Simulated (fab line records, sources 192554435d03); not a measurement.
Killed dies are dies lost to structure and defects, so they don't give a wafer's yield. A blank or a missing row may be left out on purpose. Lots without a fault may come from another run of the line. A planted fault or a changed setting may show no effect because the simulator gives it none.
Which tool did it? | flow n5_finfet | 9 lots, 27 wafers sampled, at 4 steps of a route of 1938

WHAT THE GAUGES READ, wafer by wafer
N5_BEOL_M1_CD_MEAS_18: pitch 36 nm, target cd 18 nm.
lot  | measured     | on        | cd_nm (nm)
L075 | day 6 12:19  | cd_sem-02 | 17.99 17.76 18.17
L077 | day 6 21:58  | cd_sem-03 | 18.04 18.19 17.82
L080 | day 7 14:40  | cd_sem-03 | 18.02 18.00 17.82
L083 | day 8 13:14  | cd_sem-02 | 18.43 18.29 17.73
L085 | day 9 05:41  | cd_sem-03 | 17.72 18.10 17.98
L087 | day 9 14:56  | cd_sem-03 | 17.99 18.20 17.80
L090 | day 10 00:05 | cd_sem-01 | 17.49 18.07 18.03
L092 | day 10 10:32 | cd_sem-02 | 18.32 17.75 17.87
L094 | day 10 22:52 | cd_sem-02 | 18.12 18.03 17.87

WHICH TOOL RAN EACH LOT (tool, then ch and the chambers of the sampled wafers, then the start)
lot  | N5_BEOL_M1_DESCUM_16               | N5_BEOL_M1_STRIP_66                | N5_BEOL_M1_STRIP_19
L075 | rie_diel-01 ch 0,1, day 6 11:53    | rie_diel-01 ch 0,1, day 6 12:05    | rie_diel-06 ch 0,1, day 6 12:15
L077 | rie_diel-06 ch 0,2,3, day 6 21:32  | rie_diel-06 ch 0,2,3, day 6 21:44  | rie_diel-03 ch 2,3, day 6 21:53
L080 | rie_diel-06 ch 1,2,3, day 7 14:11  | rie_diel-06 ch 1,2,3, day 7 14:23  | rie_diel-01 ch 1,2, day 7 14:36
L083 | rie_diel-06 ch 1,2,3, day 8 12:48  | rie_diel-06 ch 1,2,3, day 8 13:01  | rie_diel-06 ch 1,2, day 8 13:10
L085 | rie_diel-03 ch 0,2,3, day 9 05:16  | rie_diel-03 ch 0,2,3, day 9 05:28  | rie_diel-03 ch 0,2,3, day 9 05:37
L087 | rie_diel-03 ch 1,2,3, day 9 14:25  | rie_diel-03 ch 1,2,3, day 9 14:37  | rie_diel-03 ch 0,1,2, day 9 14:52
L090 | rie_diel-06 ch 0,1,3, day 9 23:34  | rie_diel-06 ch 0,1,3, day 9 23:46  | rie_diel-03 ch 0,3, day 10 00:01
L092 | rie_diel-06 ch 0,1, day 10 10:06   | rie_diel-06 ch 0,1, day 10 10:18   | rie_diel-06 ch 0,1,2, day 10 10:28
L094 | rie_diel-01 ch 1,2,3, day 10 22:13 | rie_diel-01 ch 1,2,3, day 10 22:25 | rie_diel-06 ch 1,2,3, day 10 22:48
- N5_BEOL_M1_DESCUM_16: chemistry O2, time 7 s.
- N5_BEOL_M1_STRIP_66: strips in CF4.
- N5_BEOL_M1_STRIP_19: strips in O2.

THE ANSWER, worked out from the rows above alone
Rule: what is usual is taken from the lots themselves. Put in order of their means at a reading, lots are off if they are a third of the lots or fewer, leave a main group of 4 or more, and stand apart from it by a gap of 3 or more times the standard deviation of the main group's means; of several such gaps the widest counts. A main group whose means are all the same, to the digits that the tables above print for the reading, isn't used. A lot without any number at a reading at which 4 lots or more have one is off too. The other lots that the step has rows for count as sound.
No lot is off at any reading shown: from this, nothing can be told.

WHAT THE SIMULATOR HAD PUT IN
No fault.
